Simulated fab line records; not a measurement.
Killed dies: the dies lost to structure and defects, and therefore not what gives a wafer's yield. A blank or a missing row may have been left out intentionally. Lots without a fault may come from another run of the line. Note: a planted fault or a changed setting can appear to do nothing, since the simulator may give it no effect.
One fault seen from 2 desks	flow n5Finfet	each desk has only its own numbers; what lay behind them comes last

== FROM THE METROLOGY DESK ==
Lot by lot, what the gauges showed, no matter which tool ran the lot: averages of those sampled wafers that carry a number. A lot is out of limits, marked OUT, if its mean lies more than 4 standard deviations from the usual mean; the brackets give that distance. Of its 15 readings 7 are shown: the one that was out of limits first, and those that lie furthest out on some lot.
Columns: A = thkNm at N5_SD_EPI_P_EPI_MEAS_23, usual 61.0 nm; B = RS_SD_P at N5_SD_ACTIVATION_RS_MEAS_03, usual 56.2 ohm/sq; C = DIBL_N at N5_BEOL_M4_RC_MEAS_101, usual 36.4 mV/V; D = DIBL_P at N5_BEOL_M4_RC_MEAS_101, usual 36.5 mV/V; E = IOFF_P at N5_BEOL_M4_RC_MEAS_101, usual 0.202 nA/um; F = RS_SD_P at N5_BEOL_M4_RC_MEAS_101, usual 66.0 ohm/sq; G = SS_N at N5_BEOL_M4_RC_MEAS_101, usual 71.6 mV/dec
lot	first seen here	A	B	C	D	E	F	G
L381	day 3 07:08	62.5	55.3	39.6	38.3	0.231	65.0	72.9
L386	day 4 10:32	61.9	56.6	36.0	36.3	0.196	66.3	71.8
L388	day 5 01:02	61.5	56.0	35.3	35.1	0.189	66.3	71.4
L391	day 5 16:04	60.7	55.5	36.2	35.4	0.209	65.1	71.3
L397	day 7 04:11	61.3	56.1	34.5	35.2	0.194	66.6	71.2
L400	day 8 02:53	65.5 (+4.1) OUT	51.8 (-5.6) OUT	36.7	36.1	0.261	61.3 (-5.0) OUT	71.8
L402	day 8 12:12	67.5 (+5.9) OUT	49.8 (-8.2) OUT	38.2	40.9	0.267	58.3 (-8.2) OUT	72.5
L403	day 9 04:33	58.8	57.1	35.0	35.3	0.202	66.9	71.1
This desk's verdict: out of limits on L400, L402, starting with L400 at day 8 07:43 (thkNm at N5_SD_EPI_P_EPI_MEAS_23). Within limits: L381, L386, L388, L391, L397, L403.

== AT THE TOOL OWNER'S DESK: epiRpcvd-03 ==
The tool's own readings at N5_SD_EPI_P_EPI_21 (deposits SiGe:B, time 355 s): means of the sampled wafers that have a number, for each lot that ran on this tool. A lot is out of limits, marked OUT, if its mean lies more than 4 standard deviations from the usual mean; the brackets give that distance.
Columns: A = chamberPressureTorr at N5_SD_EPI_P_EPI_21, usual 20.00 Torr; B = susceptorTempC at N5_SD_EPI_P_EPI_21, usual 550.07 C; C = susceptor_temp_C_max at N5_SD_EPI_P_EPI_21, usual 551.1
lot	first seen here	A	B	C
L381	day 3 08:33	20.03	550.10	551.2
L388	day 5 02:26	19.98	550.09	551.4
L400	day 8 04:48	20.00	554.31 (+16) OUT	555.5 (+13) OUT
L402	day 8 14:41	19.99	554.00 (+15) OUT	555.2 (+12) OUT
This desk's verdict: out of limits on L400, L402, starting with L400 at day 8 04:48 (susceptorTempC at N5_SD_EPI_P_EPI_21). Within limits: L381, L388.

== TAKEN TOGETHER ==
The tool owner's desk had the chance to raise an alarm at day 8 04:48 on L400, L402.
On L400, L402, the metrology desk was in a position to raise an alarm at day 8 07:43.
Of the lots named, all ran N5_SD_EPI_P_EPI_21 on epiRpcvd-03.

== WHAT THE SIMULATOR HAD PUT IN ==
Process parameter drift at N5_SD_EPI_P_EPI_21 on epiRpcvd-03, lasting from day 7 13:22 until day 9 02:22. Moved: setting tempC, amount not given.
Shown lots that were struck: L400, L402.
Delay (hours) between the fault's onset and each desk's first out-of-limits reading: 15 at the tool owner's desk, 18 at the metrology desk.
